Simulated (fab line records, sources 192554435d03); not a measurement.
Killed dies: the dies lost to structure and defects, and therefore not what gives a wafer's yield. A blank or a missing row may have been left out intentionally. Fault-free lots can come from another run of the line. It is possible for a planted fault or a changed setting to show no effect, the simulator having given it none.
fab line records	flow n5-finfet
record: lots: 7	wafers: 39
route steps=1938 shown FIN_SAQP@125 SD_EPI_P@321 SD_ACTIVATION@330 MOL_CONTACT_COAG@608
start-h: the number of hours between the record's first day and the start of the first shown wafer of the lot	wait-h: hours from the lot's prior step to this one	" unchanged from the row above	L1.1+2: a single row standing in for several wafers	- either no value or no given start	* or withheld: withheld	< > ~ a bound
route shown NAME@n: names a module that has steps shown in the file, with the first one's number in the route	usual: average and standard deviation across the fault-free wafers	same: alike in all rows	chamber/n: place in a boat	sites: per-site readings	_std_site: standard deviation of those values	_edge_site: the outer-site mean with the inner-site mean subtracted	radius-mm: how far each site lies from the wafer's centre	mask NAME#n: copy n	behind: the tool/chamber that last shaped the wafer	hold: what put the lot on hold/how long, in hours/how the hold closed	device: transistor that didn't switch, given as n, p or np	end of line: the same wafers' tests at the end of the route	a step given without rows: its recipe and nothing more	killed: dies that structure and defects cost at the first sort, which is not the same as the wafer's yield	map: a wafer's dies, marking killed ones x, the rest . and places with no die _
set.NAME: the run value of the setting; set.NAME@STEP: its run value at that earlier step	model.NAME: the simulator's own value behind a step, which no gauge read
one table per step and one row per wafer, for lots whose settings were changed on purpose
== steps ==
step: N5_FIN_SAQP_SPACER1_ALD_24
recipe: material: SiO2	target-thk-a: 203	temp-c: 300	ald-precursor-family: BDEAS	ald-co-reactant: O2-plasma	pulse-time-s: 1	purge-time-s: 2	co-reactant-purge-time-s: 2	ald-cycles: 218	pressure-torr: 2
lot.wafer	tool	chamber	start-h	wait-h	set.ald-cycles	model.SiO2_of_FIN_SAQP_SPACER1_ALD_24.thk-nm
L078.1	ald-sin-04	3	46.83	0.3	218	20.4
L078.2+3+4+5+6	"	1,2,0,3,2	"	"	218	20.2
L079.1	ald-sin-04	0	54.19	0.3	218	20.6
L079.2+6	"	1	"	"	218	20.2
L079.3+4+5	"	2,3,2	"	"	218	20.4
L081.1+2+3	ald-sin-04	2,0,1	66.03	0.3	218	20.2
L081.4+5+6	"	3,3,0	"	"	218	20.4
L084.1+3+5	ald-sin-01	3,0,2	84.70	0.6	188	17.6
L084.2+4+6	"	1,2,1	"	"	218	20.4
L090.4	ald-sin-04	2	120.78	0.5	218	20.2
L090.5	"	1	"	"	218	20
L090.6	"	3	"	"	218	20.4
L095.1+2+5	ald-sin-01	0,3,2	148.71	0.3	218	20.2
L095.3+4+6	"	1,2,1	"	"	218	20.4
L097.1	ald-sin-01	2	162.30	1.1	218	20.2
L097.2+4	"	3,0	"	"	218	20.4
L097.3+5+6	"	1,1,2	"	"	232	21.6
step: N5_FIN_SAQP_SPACER1_ETCHBACK_25
recipe: chemistry: CHF3/O2	mode: anisotropic-etchback	target: SiO2	target-depth-a: 244	time-s: 12.2	pressure-mtorr: 30	source-w: 650	bias-w: 170	Ar_flow_sccm: 200	CHF3_flow_sccm: 50	O2_flow_sccm: 5	ion-energy-ev: 200
step: N5_FIN_SAQP_MANDREL1_REMOVE_56
recipe: chemistry: HBr/Cl2/O2	bt-time-s: 10	target: a-Si	stop-on: SiNx	endpoint: OES-SiCl	over-etch-frac: 1	icp-w: 600	bias-w: 22	HBr_flow_sccm: 150	Cl2_flow_sccm: 80	O2_flow_sccm: 5	pressure-mtorr: 10
lot.wafer	tool	chamber	start-h	wait-h	set.ald-cycles@FIN_SAQP_SPACER1_ALD_24	model.FIN_SAQP.cd-nm
L078.1	rie-si-01	1	47.63	0.1	218	20.4
L078.2+6	"	2,0	"	"	218	20
L078.3+4+5	"	3,0,3	"	"	218	20.2
L079.1+4+5	rie-si-03	1,1,3	55.19	0.1	218	20.4
L079.2+3+6	"	3,2,2	"	"	218	20.2
L081.1+3+5	rie-si-01	3,0,0	66.84	0.1	218	20.2
L081.2	"	2	"	"	218	20
L081.4+6	"	1	"	"	218	20.4
L084.1	rie-si-04	1	85.52	0.1	188	17.6
L084.2+4+6	"	3,2,1	"	"	218	20.2
L084.3	"	0	"	"	188	17.8
L084.5	"	2	"	"	188	17.4
L090.4+5	rie-si-03	0	121.24	0.1	218	20.2
L090.6	"	1	"	"	218	20.4
L095.1+2+3+5	rie-si-04	1,2,3,3	149.52	0.1	218	20.2
L095.4	"	0	"	"	218	20.6
L095.6	"	0	"	"	218	20.4
L097.1+4	rie-si-03	0,2	163.31	0.1	218	20.4
L097.2	"	1	"	"	218	20.2
L097.3	"	3	"	"	232	21.8
L097.5+6	"	2,3	"	"	232	21.6
step: N5_FIN_SAQP_CD_MEAS_27
recipe: target-cd-nm: 20	landing-energy-ev: 1000	detector: se-inlens	polarity: line
usual: cd-nm: 20.27/0.25
lot.wafer	tool	chamber	start-h	wait-h	set.ald-cycles@FIN_SAQP_SPACER1_ALD_24	cd-nm
L078.1	cd-sem-02	0	47.74	0.1	218	20.53
L078.2	"	0	"	"	218	19.78
L078.3	"	0	"	"	218	20.02
L078.4	"	0	"	"	218	20.19
L078.5	"	0	"	"	218	20.17
L078.6	"	0	"	"	218	19.81
L079.1	cd-sem-02	0	55.30	0.1	218	20.75
L079.2	"	0	"	"	218	19.76
L079.3	"	0	"	"	218	20.13
L079.4	"	0	"	"	218	20.29
L079.5	"	0	"	"	218	20.32
L079.6	"	0	"	"	218	20.08
L081.1	cd-sem-02	0	66.95	0.1	218	20.00
L081.2	"	0	"	"	218	20.27
L081.3	"	0	"	"	218	20.19
L081.4	"	0	"	"	218	20.43
L081.5	"	0	"	"	218	20.53
L081.6	"	0	"	"	218	20.39
L084.1	cd-sem-03	0	85.63	0.1	188	17.24
L084.2	"	0	"	"	218	20.33
L084.3	"	0	"	"	188	17.72
L084.4	"	0	"	"	218	20.52
L084.5	"	0	"	"	188	17.14
L084.6	"	0	"	"	218	20.27
L090.4	cd-sem-02	0	121.36	0.1	218	20.21
L090.5	"	0	"	"	218	20.14
L090.6	"	0	"	"	218	20.37
L095.1	cd-sem-01	0	149.63	0.1	218	20.30
L095.2	"	0	"	"	218	20.57
L095.3	"	0	"	"	218	20.30
L095.4	"	0	"	"	218	20.07
L095.5	"	0	"	"	218	20.49
L095.6	"	0	"	"	218	20.27
L097.1	cd-sem-03	0	163.42	0.1	218	20.14
L097.2	"	0	"	"	218	20.25
L097.3	"	0	"	"	232	21.89
L097.4	"	0	"	"	218	20.24
L097.5	"	0	"	"	232	21.61
L097.6	"	0	"	"	232	21.67
step: N5_SD_EPI_P_EPI_21
recipe: material: SiGe:B	dopant: B	temp-c: 550	pressure-torr: 20	ambient: H2	time-s: 355
lot.wafer	tool	chamber	start-h	wait-h	set.pressure-torr	model.SiGe-B_of_SD_EPI_P_EPI_21.thk-nm
L078.1	epi-rpcvd-01	0	85.78	0.1	20	60.6
L078.2+4+5	"	0	"	"	20	60
L078.3+6	"	0	"	"	20	60.4
L079.1+3	epi-rpcvd-02	0	90.86	0.2	20	61.2
L079.2+5	"	0	"	"	20	62
L079.4	"	0	"	"	20	61.4
L079.6	"	0	"	"	20	62.6
L081.1+5+6	epi-rpcvd-02	0	101.46	0.2	22.62	64.6
L081.2	"	0	"	"	22.62	64.2
L081.3	"	0	"	"	22.62	64.8
L081.4	"	0	"	"	22.62	63.8
L084.1	epi-rpcvd-04	0	116.66	0.2	20	60.6
L084.2	"	0	"	"	20	61.6
L084.3+5	"	0	"	"	20	61.4
L084.4	"	0	"	"	20	60.4
L084.6	"	0	"	"	20	60.8
L090.4	epi-rpcvd-01	0	154.32	1.1	20	62.6
L090.5	"	0	"	"	20	62
L090.6	"	0	"	"	20	62.2
L095.1+2+6	epi-rpcvd-01	0	181.82	0.2	18	58.2
L095.3	"	0	"	"	18	58
L095.4	"	0	"	"	18	59
L095.5	"	0	"	"	18	58.8
L097.1+5+6	epi-rpcvd-02	0	196.16	0.1	23.18	65.2
L097.2	"	0	"	"	23.18	65
L097.3	"	0	"	"	23.18	64.2
L097.4	"	0	"	"	23.18	65.4
step: N5_SD_EPI_P_HM_STRIP_48
recipe: chemistry: H3PO4	temp-c: 160	material: SiNx	target: SiNx	target-depth-a: 30	overetch-fraction: 0.3
step: N5_SD_ACTIVATION_RTA_00
recipe: temp-c: 975	time-s: 0	ambient: N2	idle-temp-c: 600	ramp-up-c-per-s: 150	ramp-down-c-per-s: 60	cool-to-c: 600
step: N5_SD_ACTIVATION_LSA_01
recipe: temp-c: 1080	time-s: 0.0008	ambient: N2
step: N5_SD_ACTIVATION_RS_MEAS_03
recipe: thk-meas-gauge: four-point-probe
usual: RS_SD_N: 21.91/0.25	RS_SD_P: 56.0/1
lot.wafer	tool	chamber	start-h	wait-h	set.pressure-torr@SD_EPI_P_EPI_21	RS_SD_N[ohm/sq]	RS_SD_P[ohm/sq]
L078.1	film-metro-01	-	88.68	0.2	20	21.91	56.8
L078.2	"	-	"	"	20	21.72	56.9
L078.3	"	-	"	"	20	21.85	56.7
L078.4	"	-	"	"	20	21.83	56.9
L078.5	"	-	"	"	20	21.73	57.1
L078.6	"	-	"	"	20	21.54	57.0
L079.1	film-metro-01	-	94.41	0.2	20	22.01	55.0
L079.2	"	-	"	"	20	21.73	54.0
L079.3	"	-	"	"	20	21.68	55.1
L079.4	"	-	"	"	20	21.85	54.4
L079.5	"	-	"	"	20	21.73	54.1
L079.6	"	-	"	"	20	21.56	53.4
L081.1	film-metro-01	-	104.98	0.2	22.62	22.11	51.0
L081.2	"	-	"	"	22.62	21.91	51.0
L081.3	"	-	"	"	22.62	22.05	50.5
L081.4	"	-	"	"	22.62	22.19	50.9
L081.5	"	-	"	"	22.62	22.06	50.8
L081.6	"	-	"	"	22.62	22.24	51.0
L084.1	film-metro-01	-	120.18	0.2	20	22.05	56.6
L084.2	"	-	"	"	20	22.21	55.9
L084.3	"	-	"	"	20	22.12	56.4
L084.4	"	-	"	"	20	21.95	57.7
L084.5	"	-	"	"	20	22.05	56.0
L084.6	"	-	"	"	20	22.24	57.0
L090.4	film-metro-02	-	156.10	0.1	20	21.93	55.5
L090.5	"	-	"	"	20	21.71	55.8
L090.6	"	-	"	"	20	21.70	55.3
L095.1	film-metro-02	-	185.51	0.2	18	21.76	60.4
L095.2	"	-	"	"	18	21.83	60.3
L095.3	"	-	"	"	18	22.08	60.1
L095.4	"	-	"	"	18	21.85	59.2
L095.5	"	-	"	"	18	22.16	59.4
L095.6	"	-	"	"	18	21.95	60.1
L097.1	film-metro-02	-	199.01	0.2	23.18	22.12	49.0
L097.2	"	-	"	"	23.18	21.90	49.5
L097.3	"	-	"	"	23.18	21.93	50.4
L097.4	"	-	"	"	23.18	21.74	49.6
L097.5	"	-	"	"	23.18	22.02	49.4
L097.6	"	-	"	"	23.18	21.60	49.7
step: N5_MOL_CONTACT_COAG_ALD_133
recipe: material: SiO2	target-thk-a: 50	temp-c: 100	ald-precursor-family: BDEAS	ald-co-reactant: O2-plasma	pulse-time-s: 1	co-reactant-pulse-time-s: 1	purge-time-s: 2	co-reactant-purge-time-s: 2	ald-cycles: 35	pressure-torr: 2
lot.wafer	tool	chamber	start-h	wait-h	set.ald-cycles	model.SiO2_of_MOL_CONTACT_COAG_ALD_133.thk-nm
L078.1+3+4	ald-sin-01	2,3,0	131.04	0.1	39	5.6
L078.2+5+6	"	1,2,3	"	"	35	5
L079.1+2+3+4+5+6	ald-sin-01	0,1,2,3,0,3	138.63	1.4	35	5
L081.1+2+3+4+5+6	ald-sin-04	3,0,2,1,3,2	145.04	0.6	35	5
L084.1+2+5	ald-sin-04	1,2,2	162.68	0.1	35	5
L084.3+4+6	"	3,1,3	"	"	32	4.6
L090.4+5+6	ald-sin-03	0,0,3	195.29	0.1	35	5
L095.1+2+3	ald-sin-04	1,2,3	229.31	0.1	29	4.2
L095.4+5+6	"	0,1,2	"	"	35	5
L097.1+5+6	ald-sin-03	3,2,1	240.26	0.3	35	5
L097.2+3+4	"	1,0,2	"	"	30	4.2
== key ==
split: step: N5_FIN_SAQP_SPACER1_ALD_24	setting: ald-cycles	stated: 218	by: wafer
response: step: N5_FIN_SAQP_SPACER1_ALD_24	reading: model.SiO2_of_FIN_SAQP_SPACER1_ALD_24.thk-nm	change: +0.202	per: 1%	r: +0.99
response: step: N5_FIN_SAQP_MANDREL1_REMOVE_56	reading: model.FIN_SAQP.cd-nm	change: +0.192	per: 1%	r: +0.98
response: step: N5_FIN_SAQP_CD_MEAS_27	reading: cd-nm	change: +0.222	per: 1%	r: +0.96
split: step: N5_SD_EPI_P_EPI_21	setting: pressure-torr	stated: 20	by: lot
response: step: N5_SD_EPI_P_EPI_21	reading: model.SiGe-B_of_SD_EPI_P_EPI_21.thk-nm	change: +0.254	per: 1%	r: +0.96
response: step: N5_SD_ACTIVATION_RS_MEAS_03	reading: RS_SD_P	change: -0.394	per: 1%	r: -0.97
split: step: N5_MOL_CONTACT_COAG_ALD_133	setting: ald-cycles	stated: 35	by: wafer
response: step: N5_MOL_CONTACT_COAG_ALD_133	reading: model.SiO2_of_MOL_CONTACT_COAG_ALD_133.thk-nm	change: +0.0505	per: 1%	r: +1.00
